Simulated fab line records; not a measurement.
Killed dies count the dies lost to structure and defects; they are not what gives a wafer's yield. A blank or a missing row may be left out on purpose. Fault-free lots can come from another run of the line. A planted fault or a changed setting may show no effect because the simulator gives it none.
Matching of chambers ; flow nand-harc ; 4 sister chambers for NHARC_A_STAIRCASE_DESCUM_186 on rie-diel-11
The step chemistry O2, time 3 s. 20 wafers are shown with their chamber, then 10 later ones without.

== WAFERS WITH THEIR CHAMBER ==
wafer;chamber;drypump-motor-current-A (A);showerhead-plenum-p-Torr (Torr);oes-product-au (a.u.)
L074.2;2;5.96;1.86;1.008
L074.5;2;5.95;1.86;0.992
L074.6;1;5.48;1.95;1.000
L077.1;3;5.93;1.88;0.991
L077.4;1;5.46;1.94;0.987
L077.5;2;5.95;1.86;1.003
L078.1;3;5.89;1.88;0.999
L078.2;0;6.20;1.77;1.000
L078.5;1;5.47;1.94;1.008
L079.2;3;5.91;1.88;0.990
L079.5;1;5.46;1.94;0.988
L079.6;2;5.92;1.85;0.998
L082.2;1;5.47;1.94;0.985
L082.3;2;5.90;1.85;0.998
L082.5;2;5.91;1.85;1.004
L084.1;3;5.92;1.87;1.006
L084.3;0;6.23;2.07;0.988
L084.5;3;5.91;1.88;0.994
L085.1;1;5.48;1.94;0.986
L085.2;2;5.93;1.85;1.003

SIGNATURES (means of the wafers above)
reading;chamber 0;chamber 1;chamber 2;chamber 3;scatter within a chamber
drypump-motor-current-A;6.2150;5.4700;5.9314;5.9120;0.0173
showerhead-plenum-p-Torr;1.9200;1.9417;1.8543;1.8780;0.0532
oes-product-au;0.99400;0.99233;1.00086;0.99600;0.00732
Rule: for each reading, subtract the chamber's mean from the wafer's reading, divide by that reading's scatter and square the result; add these up over the readings and take the root, which gives the wafer's distance from the chamber. The wafer belongs to the nearest chamber; if the next one is less than 2 further off, it can't be placed. The scatter: the root of (the sum of the squares of (reading less its chamber's mean) over the shown wafers, divided by (wafers less chambers)).

== WAFERS WITH NO CHAMBER GIVEN ==
wafer;drypump-motor-current-A (A);showerhead-plenum-p-Torr (Torr);oes-product-au (a.u.)
L085.6;5.88;1.87;1.008
L090.1;5.92;1.85;0.984
L090.3;5.91;1.87;0.989
L090.5;5.93;1.84;0.983
L091.1;6.19;2.07;0.987
L091.3;5.88;1.87;0.990
L091.6;5.91;1.87;0.992
L094.1;5.48;1.93;0.995
L094.3;6.23;2.06;0.999
L094.4;5.90;1.84;0.999

== WHICH CHAMBER EACH ONE RAN IN ==
wafer;from the rows above;in truth
L085.6;can't be placed: 3 or 2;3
L090.1;can't be placed: 3 or 2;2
L090.3;can't be placed: 3 or 2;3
L090.5;can't be placed: 3 or 2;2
L091.1;0;0
L091.3;can't be placed: 3 or 2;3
L091.6;can't be placed: 3 or 2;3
L094.1;1;1
L094.3;0;0
L094.4;can't be placed: 3 or 2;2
Correctly placed: 3 of 10. Can't be placed from these rows: 7 (the true chamber is among the candidates in 7). Placed wrongly: 0.
